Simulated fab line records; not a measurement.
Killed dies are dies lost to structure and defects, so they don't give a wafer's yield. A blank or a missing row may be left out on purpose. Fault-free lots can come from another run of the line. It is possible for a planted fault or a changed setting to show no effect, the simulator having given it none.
fab line records	flow n5-finfet
[record] lots = 10	wafers = 28	last-day = 17
route steps=1938 shown BEOL_M4@1111 BEOL_M9@1446 BEOL_M10@1473 PASSIVATION@1936
lots with no fault: from the same line, run without faults
start-h: start of the lot's first displayed wafer, in hours after the record's first day	wait-h: hours since the lot's step before	" same as the row above	L1.1+2: several wafers, shown together as one row	- no value, or no start given	* or withheld: withheld	< > ~ a bound
route shown NAME@n: names a module that has steps shown in the file, with the first one's number in the route	usual: mean and standard deviation over wafers with no fault	same: alike in all rows	chamber/n: place in a boat	sites: the reading at each site	_std_site: how widely they spread, as a standard deviation	_edge_site: inner sites' mean taken away from outer sites' mean	radius-mm: for every site, how far away it sits from the centre of the wafer	mask NAME#n: copy n	behind: the tool/chamber that last shaped the wafer	hold: what put the lot on hold/how long, in hours/how the hold closed	device: which transistor (n, p or np) failed to switch	end of line: tests run on the same wafers once the route is complete	where a step has no rows: the recipe by itself	killed: dies that structure and defects cost at the first sort, which is not the same as the wafer's yield	map: dies across one wafer; x = killed, . = not, _ = none there
set.NAME: the setting as run; set.NAME@STEP: as run at that earlier step	model.NAME: the simulator's own value behind a step, which no gauge read
steps of the route over a sample of lots; a table a step, a row a wafer
services: when a tool's chamber went out of use (start-h, in hours from the record's first day, below 0 if earlier), for how many hours, and the reason
[[steps]]
[step N5_BEOL_M4_RC_MEAS_101]
[usual] DIBL_N = 35.9/1.7	DIBL_P = 36.0/2.2	IOFF_N = 0.16/0.031	IOFF_P = 0.21/0.039	ION_N = 678/13	ION_P = 464/8.8	SS_N = 71.5/0.61	SS_P = 73.2/0.68	VT_N = 249/3.3	VT_P = -250/3.8
lot.wafer	tool	chamber	start-h	wait-h	DIBL_N[mV/V]	DIBL_P[mV/V]	IOFF_N[nA/um]	IOFF_P[nA/um]	ION_N[uA/um]	ION_P[uA/um]	SS_N[mV/dec]	SS_P[mV/dec]	VT_N[mV]	VT_P[mV]
L942.1	prober-01	0	169.32	0.0	35.5	35.9	0.16	0.24	683	470	71.8	73.5	248	-246
L942.5	"	0	"	"	33.6	32.9	0.12	0.20	668	464	71.4	73.0	254	-248
L947.1	prober-02	0	195.36	0.0	35.2	35.9	0.15	0.19	670	463	70.7	72.6	247	-254
L947.3	"	0	"	"	35.0	35.4	0.14	0.18	681	463	71.9	72.4	248	-254
L947.6	"	0	"	"	36.0	36.1	0.15	0.19	679	463	71.8	73.2	250	-250
L948.3	prober-02	0	200.27	0.3	35.9	34.8	0.14	0.15	653	442	72.2	73.3	250	-258
L948.4	"	0	"	"	36.2	35.7	0.15	0.16	671	450	72.3	73.6	251	-258
L948.5	"	0	"	"	34.6	33.4	0.13	0.14	675	454	71.5	72.5	252	-259
L949.2	prober-01	0	208.97	0.2	34.3	35.4	0.15	0.19	688	478	71.3	73.7	247	-252
L949.3	"	0	"	"	37.9	38.9	0.21	0.26	702	479	72.8	74.1	243	-248
L949.5	"	0	"	"	34.6	34.2	0.14	0.18	678	462	71.8	72.8	249	-253
L958.2	prober-02	0	258.04	0.2	33.4	31.9	0.11	0.15	670	459	70.5	72.1	253	-255
L958.3	"	0	"	"	37.4	36.7	0.17	0.22	683	471	72.4	73.4	249	-250
L958.5	"	0	"	"	36.6	35.8	0.16	0.20	681	467	71.8	72.9	250	-251
L957.1	prober-01	0	264.98	0.0	34.8	33.8	0.13	0.19	678	469	70.6	72.3	251	-251
L957.4	"	0	"	"	36.3	36.5	0.17	0.23	688	479	70.9	73.8	244	-247
L957.5	"	0	"	"	37.8	39.0	0.20	0.27	707	486	72.1	74.2	245	-245
L959.2	prober-02	0	265.27	0.2	33.7	34.6	0.12	0.17	669	457	71.3	72.6	255	-252
L959.3	"	0	"	"	34.4	35.5	0.14	0.18	670	460	71.1	73.0	251	-252
L959.6	"	0	"	"	34.8	36.7	0.15	0.20	674	462	71.3	72.9	251	-252
L960.1	prober-01	0	272.00	0.0	33.5	31.6	0.12	0.15	665	452	70.6	72.5	253	-253
L960.3	"	0	"	"	35.2	34.2	0.14	0.18	675	460	70.9	73.2	249	-250
L961.3	prober-02	0	281.73	0.3	35.3	33.9	0.13	0.17	651	447	71.1	72.2	255	-254
L961.4	"	0	"	"	36.2	35.6	0.14	0.19	677	465	71.7	73.0	252	-251
L961.6	"	0	"	"	34.4	33.5	0.12	0.16	655	452	71.4	72.7	255	-252
L962.1	prober-02	0	285.06	0.0	34.2	33.5	0.12	0.15	660	455	70.2	72.6	254	-254
L962.5	"	0	"	"	32.8	31.1	0.10	0.13	657	450	71.3	72.6	257	-257
L962.6	"	0	"	"	36.7	37.7	0.16	0.21	677	460	71.0	73.4	249	-254
[step N5_BEOL_M9_TRENCH_ETCH_37]
[recipe] chemistry = C4F6/O2	target-depth-a = 1514.3	target = SiCOH_lowk	time-s = 49	ion-energy-ev = 250	pressure-mtorr = 30	source-w = 345	bias-w = 185	Ar_flow_sccm = 300	C4F6_flow_sccm = 10	O2_flow_sccm = 10
[usual] O2_flow_sccm = 10.01/0.033	chamber-pressure-mTorr = 30.005/0.028	drypump-motor-current-A = 5.9/0.58	oes-product-au = 0.81/0.085	rf-vpp-V = 676/14	showerhead-plenum-p-Torr = 2.85/0.087	throttle-valve-pct = 21.01/0.26
lot.wafer	tool	chamber	start-h	wait-h	O2_flow_sccm	chamber-pressure-mTorr	drypump-motor-current-A	oes-product-au	rf-hours-counter-h	rf-vpp-V	showerhead-plenum-p-Torr	throttle-valve-pct
L942.1	rie-diel-01	3	-	-	10.03	30.018	6.4	0.86	65	673	2.80	20.92
L942.5	"	3	"	"	10.07	30.043	6.4	0.86	-	674	2.80	20.92
L947.1	rie-diel-01	1	-	-	9.97	30.016	5.2	0.70	225	648	2.78	21.13
L947.3	"	3	"	"	10.03	29.977	6.4	0.85	73	673	2.80	20.92
L947.6	"	2	"	"	10.02	30.005	6.1	0.93	-	662	2.76	20.37
L949.2	rie-diel-03	2	-	-	9.98	29.999	5.5	0.67	244	680	2.71	21.24
L949.3	"	3	"	"	10.01	30.004	6.3	0.70	222	685	2.95	21.01
L949.5	"	1	"	"	10.00	29.966	5.3	0.74	-	677	2.85	20.92
L948.3	rie-diel-04	3	-	-	9.98	29.963	6.7	0.70	211	676	2.71	21.27
L948.4	"	0	"	"	10.00	30.058	5.7	0.93	12	666	2.91	21.15
L948.5	"	0	"	"	9.98	30.002	5.7	0.93	-	665	2.91	21.14
L958.2	rie-diel-01	0	-	-	10.07	29.988	4.7	0.83	82	655	2.87	20.78
L958.3	"	1	"	"	9.99	30.054	5.2	0.68	245	649	2.77	21.18
L958.5	"	3	"	"	10.03	30.013	6.3	0.83	-	673	2.79	20.95
L959.2	rie-diel-03	2	-	-	10.03	29.979	5.5	0.94	12	690	3.04	20.83
L959.3	"	0	"	"	10.02	30.023	5.0	0.80	111	671	2.85	20.49
L959.6	"	2	"	"	10.04	30.033	5.5	0.93	-	693	3.04	20.81
L957.1	rie-diel-04	1	-	-	10.05	30.023	6.5	0.76	140	682	2.87	21.13
L957.4	"	2	"	"	10.00	29.990	5.7	0.82	60	699	2.92	21.21
L957.5	"	1	"	"	10.04	30.007	6.5	0.76	-	684	2.87	21.12
L961.3	rie-diel-04	0	-	-	9.97	30.020	5.7	0.88	35	664	2.89	21.19
L961.4	"	2	"	"	10.03	30.025	5.7	0.80	-	697	2.92	21.23
L961.6	"	3	"	"	10.02	30.048	6.6	0.68	-	677	2.70	21.28
L962.1	rie-diel-01	3	-	-	10.01	30.018	6.4	0.82	100	672	2.79	20.97
L962.5	"	0	"	"	10.03	30.030	4.7	0.82	-	653	2.87	20.77
L962.6	"	2	"	"	10.01	30.006	6.1	0.89	-	661	2.75	20.45
L960.1	rie-diel-01	2	-	-	10.01	30.023	6.1	0.88	60	661	2.75	20.43
L960.3	"	0	"	"	9.95	30.042	4.8	0.83	88	654	2.87	20.80
[step N5_BEOL_M9_OCD_MEAS_38]
[usual] trench-depth-nm = 151/3
lot.wafer	tool	chamber	start-h	wait-h	trench-depth-nm
L942.1	ocd-01	-	210.90	-	150
L942.5	"	-	"	"	151
L947.1	ocd-01	-	231.53	-	151
L947.3	"	-	"	"	151
L947.6	"	-	"	"	158
L949.2	ocd-01	-	249.01	-	146
L949.3	"	-	"	"	148
L949.5	"	-	"	"	153
L948.3	ocd-01	-	249.54	-	146
L948.4	"	-	"	"	154
L948.5	"	-	"	"	152
L958.2	ocd-01	-	309.31	-	152
L958.3	"	-	"	"	149
L958.5	"	-	"	"	151
L959.2	ocd-01	-	311.70	-	151
L959.3	"	-	"	"	152
L959.6	"	-	"	"	151
L957.1	ocd-01	-	311.74	-	150
L957.4	"	-	"	"	148
L957.5	"	-	"	"	150
L961.3	ocd-02	-	333.47	-	153
L961.4	"	-	"	"	149
L961.6	"	-	"	"	148
L962.1	ocd-01	-	333.70	-	151
L962.5	"	-	"	"	151
L962.6	"	-	"	"	157
L960.1	ocd-02	-	334.33	-	157
L960.3	"	-	"	"	152
[step N5_BEOL_M9_DEGAS_44]
[recipe] ambient = vacuum	temp-c = 250	time-s = 60
[usual] heater-power-w = 337/27
lot.wafer	tool	chamber	start-h	wait-h	heater-power-w
L942.1	pvd-sputter-01	-	211.62	0.5	316
L942.5	"	-	"	"	318
L947.1	pvd-sputter-01	-	232.04	0.3	314
L947.3	"	-	"	"	334
L947.6	"	-	"	"	308
L949.2	pvd-sputter-01	-	249.72	0.3	299
L949.3	"	-	"	"	325
L949.5	"	-	"	"	317
L948.3	pvd-sputter-02	-	250.60	0.6	326
L948.4	"	-	"	"	357
L948.5	"	-	"	"	356
L958.2	pvd-sputter-02	-	309.94	0.3	361
L958.3	"	-	"	"	330
L958.5	"	-	"	"	349
L959.2	pvd-sputter-01	-	312.57	0.6	336
L959.3	"	-	"	"	329
L959.6	"	-	"	"	335
L957.1	pvd-sputter-01	-	312.65	0.5	331
L957.4	"	-	"	"	336
L957.5	"	-	"	"	313
L961.3	pvd-sputter-02	-	333.98	0.2	338
L961.4	"	-	"	"	339
L961.6	"	-	"	"	416
L962.1	pvd-sputter-03	-	334.22	0.3	325
L962.5	"	-	"	"	327
L962.6	"	-	"	"	316
L960.1	pvd-sputter-02	-	334.85	0.3	325
L960.3	"	-	"	"	346
[step N5_BEOL_M10_PECVD_70]
[recipe] material = SiO2	target-thk-a = 200	temp-c = 400	precursor = TEOS/O2	pressure-torr = 5.5	rf-w = 450	teos-flow-sccm = 53.8	gas = O2	flow-sccm = 3000	time-s = 22.7
[usual] chamber-pressure-Torr = 5.499/0.011	heater-power-outer-w = 437/56	heater-power-w = 714/81	showerhead-plenum-p-Torr = 8.81/0.088	throttle-valve-pct = 22.3/1.3
lot.wafer	tool	chamber	start-h	wait-h	chamber-pressure-Torr	heater-power-outer-w	heater-power-w	showerhead-plenum-p-Torr	throttle-valve-pct
L942.1	pecvd-02	0	214.28	0.0	5.506	467	675	8.70	21.9
L942.5	"	2	"	"	5.512	314	616	8.73	22.6
L947.1	pecvd-01	2	236.26	0.0	-	-	-	-	-
L947.3	"	0	"	"	-	-	-	-	-
L947.6	"	0	"	"	-	-	-	-	-
L949.2	pecvd-01	0	251.96	0.0	-	-	-	-	-
L949.3	"	1	"	"	-	-	-	-	-
L949.5	"	0	"	"	-	-	-	-	-
L948.3	pecvd-02	0	253.31	0.1	-	-	-	-	-
L948.4	"	1	"	"	-	-	-	-	-
L948.5	"	1	"	"	-	-	-	-	-
L958.2	pecvd-02	0	312.20	0.0	5.500	527	736	8.70	22.3
L958.3	"	2	"	"	5.497	431	803	8.74	21.5
L958.5	"	0	"	"	5.492	550	765	8.68	22.0
L959.2	pecvd-01	1	315.12	0.0	5.502	451	775	8.85	25.5
L959.3	"	0	"	"	5.489	389	684	8.79	22.3
L959.6	"	0	"	"	5.505	398	670	8.78	22.1
L957.1	pecvd-02	2	315.20	0.0	5.484	390	733	8.73	21.9
L957.4	"	2	"	"	5.486	387	725	8.75	21.7
L957.5	"	1	"	"	5.510	420	630	8.73	21.9
L961.3	pecvd-01	0	336.39	0.0	5.514	345	595	8.79	22.2
L961.4	"	2	"	"	5.505	462	704	8.95	21.5
L961.6	"	1	"	"	5.493	484	849	8.86	25.6
L962.1	pecvd-03	1	336.93	0.0	5.492	417	715	8.85	21.7
L962.5	"	0	"	"	5.500	502	870	8.89	21.8
L962.6	"	2	"	"	5.493	483	745	8.90	21.9
L960.1	pecvd-01	0	337.26	0.0	5.519	373	630	8.77	22.2
L960.3	"	2	"	"	5.492	473	763	8.94	21.5
[step N5_PASSIVATION_PROBE_49]
[usual] defect-limited-yield = 90.9/1.5	killed_at_M0_to_M3 = 36/10	killed_at_M4_up = 13/5.5	killed-at-contacts = 12/5.6	killed-at-front-end = 42/12	killed-at-other = 4/3.2	killed-dies = 108/18	killed-on-rim = 15/4.1	killed-open = 71/13	killed-short = 34/7.8	sort_bin_5_function = 5.4/1	sort_bin_6_memory = 3.4/0.68	sort_bin_8_speed = 0.00/0.0071	sort-n-pass = 1072/18	sort-yield-pct = 90.9/1.5
[same] gross-dies = 1180	killed-at-back-side = 0	sort_bin_4_leakage[%] = 0
lot.wafer	tool	chamber	start-h	wait-h	defect-limited-yield[%]	killed_at_M0_to_M3	killed_at_M4_up	killed-at-contacts	killed-at-front-end	killed-at-other	killed-dies	killed-on-rim	killed-open	killed-short	sort_bin_5_function[%]	sort_bin_6_memory[%]	sort_bin_8_speed[%]	sort-n-pass	sort-yield-pct[%]
L942.1	prober-02	-	271.95	0.0	90.2	32	16	18	46	4	116	17	65	48	6.0	3.5	0	1064	90.2
L942.5	prober-02	-	272.15	0.2	90.6	39	15	16	33	8	111	14	72	37	5.0	4.0	0	1069	90.6
L947.1	prober-01	-	289.78	0.0	63.3	30	354	18	28	3	433	24	69	25	33.4	3.2	0	747	63.3
L947.3	prober-01	-	289.88	0.1	61.9	56	328	5	57	4	450	22	77	39	34.1	3.0	0	730	61.9
L947.6	prober-01	-	290.03	0.3	64.1	44	332	4	37	7	424	18	70	26	33.0	2.5	0	756	64.1
L949.2	prober-01	-	313.49	0.1	60.8	36	368	13	46	0	463	27	79	41	33.9	4.7	0	717	60.8
L949.3	prober-01	-	313.54	0.1	61.6	46	337	17	52	1	453	116	93	44	33.9	4.3	0	727	61.6
L949.5	prober-01	-	313.64	0.2	63.1	39	358	12	27	0	436	17	62	30	33.7	2.7	0	744	63.1
L948.3	prober-01	-	315.97	0.1	63.7	27	357	8	34	2	428	22	60	25	34.2	2.0	0.08	751	63.6
L948.4	prober-01	-	316.02	0.2	63.5	28	351	6	43	3	431	119	69	23	33.3	2.5	0	749	63.5
L948.5	prober-01	-	316.07	0.2	64.4	25	340	8	44	3	420	110	65	29	32.4	3.0	0	760	64.4
L958.2	prober-01	-	373.46	0.1	89.2	45	14	19	47	2	127	18	75	48	5.7	4.6	0	1053	89.2
L958.3	prober-01	-	373.51	0.1	93.1	41	7	14	19	0	81	9	52	26	3.9	2.6	0	1099	93.1
L958.5	prober-01	-	373.61	0.2	91.6	48	9	6	29	7	99	21	55	41	5.1	2.9	0	1081	91.6
L959.2	prober-02	-	380.91	0.1	89.9	54	13	13	26	13	119	18	79	40	6.4	3.1	0	1061	89.9
L959.3	prober-02	-	380.96	0.1	88.6	41	22	19	45	8	135	12	94	39	7.5	3.6	0	1045	88.6
L959.6	prober-02	-	381.11	0.3	90.6	45	11	10	40	5	111	13	83	28	5.3	3.9	0	1069	90.6
L957.1	prober-01	-	385.70	0.0	92.9	23	13	6	38	4	84	10	49	35	3.5	3.1	0	1096	92.9
L957.4	prober-01	-	385.85	0.2	92.8	27	14	7	34	3	85	6	57	27	4.2	2.8	0	1095	92.8
L957.5	prober-01	-	385.90	0.2	92.4	34	12	9	32	3	90	12	73	17	4.6	2.8	0	1090	92.4
L962.1	prober-02	-	398.95	0.0	90.3	37	19	12	47	0	115	19	73	41	5.9	3.6	0	1065	90.3
L962.5	prober-02	-	399.15	0.2	89.9	40	8	10	59	2	119	14	73	46	6.1	3.5	0	1061	89.9
L962.6	prober-02	-	399.20	0.3	89.6	41	9	20	47	6	123	19	83	39	6.0	4.1	0	1057	89.6
L961.3	prober-01	-	399.21	0.1	90.4	40	8	5	47	13	113	17	73	38	5.8	3.3	0	1067	90.4
L961.4	prober-01	-	399.26	0.2	92.6	38	11	7	24	7	87	8	56	27	4.3	2.9	0	1093	92.6
L961.6	prober-01	-	399.36	0.3	91.0	34	10	10	46	6	106	11	71	32	4.3	4.3	0	1074	91.0
L960.1	prober-01	-	400.90	0.0	92.2	28	17	5	35	7	92	17	61	28	4.7	2.9	0	1088	92.2
L960.3	prober-01	-	401.00	0.1	93.7	31	7	6	27	3	74	8	53	20	4.2	1.9	0	1106	93.7
// killed by level:class
L942.1 BEOL_M0_SAQP:geometric-particle:short=15 STI_FIN_REVEAL:geometric-particle:open=14 MOL_CONTACT_COAG:geometric-particle:open=12 BEOL_M4:geometric-particle:open=10 FIN_SAQP:geometric-particle:short=6 MOL_CONTACT_COAG:geometric-particle:short=5 STI_FIN_REVEAL:geometric-particle:short=4 BEOL_M1:geometric-particle:open=4
L942.5 MOL_CONTACT_COAG:geometric-particle:open=14 BEOL_M0_SAQP:geometric-particle:short=9 STI_FIN_REVEAL:geometric-particle:open=7 BEOL_M3:geometric-particle:short=7 BEOL_M0_SAQP:geometric-particle:open=6 BEOL_M4:geometric-particle:open=6 BEOL_M2:geometric-particle:open=5 GATE_CUT:geometric-particle:open=4
L947.1 BEOL_M10:area-pecvd=338 MOL_CONTACT_COAG:geometric-particle:open=17 BEOL_M2:geometric-particle:open=7 FIN_SAQP:geometric-particle:open=6 BEOL_M0_SAQP:geometric-particle:short=6 BEOL_M0_SAQP:geometric-particle:open=6 BEOL_M1:geometric-particle:open=6 DUMMY_GATE:geometric-particle:open=4
L947.3 BEOL_M10:area-pecvd=327 FIN_SAQP:geometric-particle:open=19 BEOL_M2:geometric-particle:open=18 FIN_SAQP:geometric-particle:short=9 BEOL_M0_SAQP:geometric-particle:short=9 BEOL_M0_SAQP:geometric-particle:open=8 BEOL_M1:geometric-particle:open=8 HKMG_FIN:area-etch=7
L947.6 BEOL_M10:area-pecvd=326 BEOL_M2:geometric-particle:open=13 FIN_SAQP:geometric-particle:open=9 STI_FIN_REVEAL:geometric-particle:open=9 BEOL_M0:geometric-particle:open=9 BEOL_M0_SAQP:geometric-particle:open=6 BEOL_M0_SAQP:geometric-particle:short=5 BEOL_M5:geometric-particle:open=4
L949.2 BEOL_M10:area-pecvd=340 STI_FIN_REVEAL:geometric-particle:open=16 BEOL_M4:geometric-particle:open=16 MOL_CONTACT_COAG:geometric-particle:open=10 BEOL_M0_SAQP:geometric-particle:short=9 BEOL_M0_SAQP:geometric-particle:open=6 BEOL_M1:geometric-particle:open=6 BEOL_M3:geometric-particle:open=6
L949.3 BEOL_M10:area-pecvd=315 BEOL_M0_SAQP:geometric-particle:short=16 MOL_CONTACT_COAG:geometric-particle:open=15 STI_FIN_REVEAL:geometric-particle:open=14 BEOL_M0_SAQP:geometric-particle:open=11 BEOL_M4:geometric-particle:open=9 GATE_CUT:geometric-particle:short=8 BEOL_M2:geometric-particle:open=7
L949.5 BEOL_M10:area-pecvd=340 BEOL_M0_SAQP:geometric-particle:short=12 MOL_CONTACT_COAG:geometric-particle:open=9 BEOL_M4:geometric-particle:open=9 BEOL_M0_SAQP:geometric-particle:open=8 BEOL_M2:geometric-particle:open=7 BEOL_M3:geometric-particle:open=6 FIN_SAQP:geometric-particle:short=5
L948.3 BEOL_M10:area-pecvd=343 BEOL_M0_SAQP:geometric-particle:open=9 DUMMY_GATE:geometric-particle:open=8 BEOL_M0_SAQP:geometric-particle:short=7 FIN_SAQP:geometric-particle:open=6 MOL_CONTACT_COAG:geometric-particle:open=6 BEOL_M3:geometric-particle:open=5 BEOL_M2:geometric-particle:open=4
L948.4 BEOL_M10:area-pecvd=332 BEOL_M4:geometric-particle:open=9 FIN_SAQP:geometric-particle:open=8 HKMG_FIN:area-etch=7 BEOL_M0_SAQP:geometric-particle:open=6 FIN_SAQP:geometric-particle:short=5 DUMMY_GATE:geometric-particle:open=5 GATE_CUT:geometric-particle:open=5
L948.5 BEOL_M10:area-pecvd=324 FIN_SAQP:geometric-particle:open=14 FIN_SAQP:geometric-particle:short=10 BEOL_M1:geometric-particle:open=9 MOL_CONTACT_COAG:geometric-particle:open=8 BEOL_M3:geometric-particle:open=8 DUMMY_GATE:geometric-particle:open=7 BEOL_M4:geometric-particle:open=6
L958.2 FIN_SAQP:geometric-particle:open=15 BEOL_M0_SAQP:geometric-particle:open=15 BEOL_M0_SAQP:geometric-particle:short=12 MOL_CONTACT_COAG:geometric-particle:open=12 MOL_CONTACT_COAG:geometric-particle:short=7 BEOL_M3:geometric-particle:short=7 BEOL_M4:geometric-particle:open=7 STI_FIN_REVEAL:geometric-particle:open=6
L958.3 BEOL_M0_SAQP:geometric-particle:short=14 BEOL_M2:geometric-particle:open=12 MOL_CONTACT_COAG:geometric-particle:open=10 BEOL_M0_SAQP:geometric-particle:open=10 MOL_CONTACT_COAG:geometric-particle:short=4 STARTING-WAFER:geometric-particle:open=4 BEOL_M4:geometric-particle:open=4 GATE_CUT:geometric-particle:short=3
L958.5 BEOL_M0_SAQP:geometric-particle:open=16 BEOL_M0_SAQP:geometric-particle:short=8 FIN_SAQP:geometric-particle:open=5 DUMMY_GATE:geometric-particle:open=5 BEOL_M1:geometric-particle:open=5 BEOL_M3:geometric-particle:open=5 MOL_CONTACT_COAG:geometric-particle:open=4 BEOL_M0:geometric-particle:short=4
L959.2 BEOL_M3:geometric-particle:open=18 BEOL_M0_SAQP:geometric-particle:short=15 STI_FIN_REVEAL:geometric-particle:open=10 MOL_CONTACT_COAG:geometric-particle:open=10 BEOL_M0_SAQP:geometric-particle:open=10 DUMMY_GATE:geometric-particle:open=6 BEOL_M1:geometric-particle:open=6 MIM_TOP:geometric-particle:short=5
L959.3 STI_FIN_REVEAL:geometric-particle:open=25 MOL_CONTACT_COAG:geometric-particle:open=14 BEOL_M0_SAQP:geometric-particle:short=9 BEOL_M0_SAQP:geometric-particle:open=9 BEOL_M4:geometric-particle:open=9 BEOL_M3:geometric-particle:open=7 MOL_CONTACT_COAG:geometric-particle:short=5 GATE_CUT:geometric-particle:short=4
L959.6 STI_FIN_REVEAL:geometric-particle:open=24 BEOL_M0_SAQP:geometric-particle:short=12 MOL_CONTACT_COAG:geometric-particle:open=9 BEOL_M0_SAQP:geometric-particle:open=9 BEOL_M3:geometric-particle:open=8 BEOL_M2:geometric-particle:open=5 BEOL_M0:geometric-particle:open=4 PASS1_CAP:geometric-particle:open=4
L957.1 STI_FIN_REVEAL:geometric-particle:open=11 FIN_SAQP:geometric-particle:short=8 MOL_CONTACT_COAG:geometric-particle:open=6 BEOL_M3:geometric-particle:open=6 FIN_SAQP:geometric-particle:open=5 BEOL_M0_SAQP:geometric-particle:short=5 BEOL_M2:geometric-particle:short=4 BEOL_M4:geometric-particle:open=4
L957.4 BEOL_M3:geometric-particle:open=9 DUMMY_GATE:geometric-particle:open=6 MOL_CONTACT_COAG:geometric-particle:open=6 BEOL_M2:geometric-particle:open=5 BEOL_M4:geometric-particle:open=5 STI_FIN_REVEAL:geometric-particle:open=4 GATE_CUT:geometric-particle:short=4 BEOL_M0_SAQP:geometric-particle:short=4
L957.5 BEOL_M1:geometric-particle:open=12 DUMMY_GATE:geometric-particle:open=8 MOL_CONTACT_COAG:geometric-particle:open=8 BEOL_M0_SAQP:geometric-particle:open=8 STI_FIN_REVEAL:geometric-particle:open=7 FIN_SAQP:geometric-particle:open=5 BEOL_M4:geometric-particle:open=5 STARTING-WAFER:geometric-particle:open=4
L962.1 STI_FIN_REVEAL:geometric-particle:open=14 BEOL_M0_SAQP:geometric-particle:short=13 MOL_CONTACT_COAG:geometric-particle:open=11 BEOL_M4:geometric-particle:open=9 FIN_SAQP:geometric-particle:open=7 BEOL_M0_SAQP:geometric-particle:open=7 FIN_SAQP:geometric-particle:short=6 GATE_CUT:geometric-particle:short=5
L962.5 FIN_SAQP:geometric-particle:short=17 FIN_SAQP:geometric-particle:open=13 BEOL_M0_SAQP:geometric-particle:short=11 BEOL_M0_SAQP:geometric-particle:open=10 MOL_CONTACT_COAG:geometric-particle:open=8 STI_FIN_REVEAL:geometric-particle:open=7 BEOL_M2:geometric-particle:open=7 BEOL_M1:geometric-particle:open=5
L962.6 MOL_CONTACT_COAG:geometric-particle:open=15 BEOL_M0_SAQP:geometric-particle:short=13 BEOL_M0_SAQP:geometric-particle:open=11 STI_FIN_REVEAL:geometric-particle:open=10 BEOL_M2:geometric-particle:open=10 FIN_SAQP:geometric-particle:open=9 FIN_SAQP:geometric-particle:short=6 BEOL_M3:geometric-particle:open=6
L961.3 FIN_SAQP:geometric-particle:short=14 FIN_SAQP:geometric-particle:open=11 BEOL_M0_SAQP:geometric-particle:short=11 BEOL_M2:geometric-particle:open=9 STI_FIN_REVEAL:geometric-particle:open=8 BEOL_M0_SAQP:geometric-particle:open=8 MIM_TOP_ETCH:geometric-particle:open=7 MOL_CONTACT_COAG:geometric-particle:open=5
L961.4 BEOL_M1:geometric-particle:open=11 BEOL_M0_SAQP:geometric-particle:short=9 MOL_CONTACT_COAG:geometric-particle:open=7 BEOL_M0_SAQP:geometric-particle:open=6 BEOL_M2:geometric-particle:open=6 STI_FIN_REVEAL:geometric-particle:open=5 BEOL_M5:geometric-particle:open=5 FIN_SAQP:geometric-particle:short=4
L961.6 STI_FIN_REVEAL:geometric-particle:open=11 MOL_CONTACT_COAG:geometric-particle:open=7 BEOL_M0_SAQP:geometric-particle:short=6 SPACER0:geometric-particle:open=6 BEOL_M3:geometric-particle:open=6 FIN_SAQP:geometric-particle:open=5 BEOL_M0_SAQP:geometric-particle:open=5 BEOL_M1:geometric-particle:open=5
L960.1 STI_FIN_REVEAL:geometric-particle:open=12 BEOL_M1:geometric-particle:open=11 BEOL_M3:geometric-particle:open=8 GATE_CUT:geometric-particle:short=6 BEOL_M4:geometric-particle:open=6 FIN_SAQP:geometric-particle:open=4 MOL_CONTACT_COAG:geometric-particle:open=4 FIN_SAQP:geometric-particle:short=3
L960.3 BEOL_M3:geometric-particle:open=11 STI_FIN_REVEAL:geometric-particle:open=6 MOL_CONTACT_COAG:geometric-particle:open=6 BEOL_M0_SAQP:geometric-particle:open=6 BEOL_M0_SAQP:geometric-particle:short=5 FIN_SAQP:geometric-particle:short=3 FIN_SAQP:geometric-particle:open=3 ILD0:geometric-particle:short=3
[[services]]
tool	chamber	start-h	hours	kind
rie-diel-04	0	197.34	-	clean
rie-diel-04	0	197.34	-	consumable-replace:focus-ring
rie-diel-04	0	197.34	18.8	scheduled-down
rie-diel-04	0	197.34	18.8	vent-cycle
pecvd-02	0	197.81	2.1	scheduled-down
pecvd-02	1	199.94	16.5	scheduled-down
rie-diel-04	1	221.30	13.8	repair
pecvd-02	2	231.85	5.5	scheduled-down
rie-diel-01	1	240.27	4.0	repair
rie-diel-03	2	265.86	-	clean
rie-diel-03	2	265.86	-	consumable-replace:focus-ring
rie-diel-03	2	265.86	-	consumable-replace:showerhead
rie-diel-03	2	265.86	14.9	scheduled-down
rie-diel-03	2	265.86	14.9	vent-cycle
rie-diel-04	2	273.35	7.5	repair
pvd-sputter-02	-	279.52	3.8	repair
pecvd-01	-	289.64	1.0	repair
pecvd-02	1	316.06	2.1	scheduled-down
pvd-sputter-01	-	320.04	19.6	repair
rie-diel-01	1	324.46	-	clean
rie-diel-01	1	324.46	-	consumable-replace:focus-ring
rie-diel-01	1	324.46	33.2	scheduled-down
rie-diel-01	1	324.46	33.2	vent-cycle
rie-diel-04	1	328.93	6.7	repair
[[key]]
[first-sign] step = N5_BEOL_M10_PECVD_70	reading = tool-record	direction = missing
[effect] step = N5_PASSIVATION_PROBE_49	reading = killed_at_M4_up	direction = up	sigmas = 61	usual = 13	struck = 347
[more-kills-born-at] N5_BEOL_M10_PECVD_70@pecvd-01 = 1985	N5_BEOL_M10_PECVD_70@pecvd-02 = 999
met-at N5_BEOL_M10_PECVD_70
struck-lots L947,L948,L949
not-acting-at N5_BEOL_M9_TRENCH_ETCH_37,N5_BEOL_M9_OCD_MEAS_38,N5_BEOL_M9_DEGAS_44
onset-between 214.28 236.26
[fault] kind = skipped-step-whole	tool = pecvd-01,pecvd-02	chamber = -	onset-h = 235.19	steps = N5_BEOL_M10_PECVD_70	scope = struck-lots-only
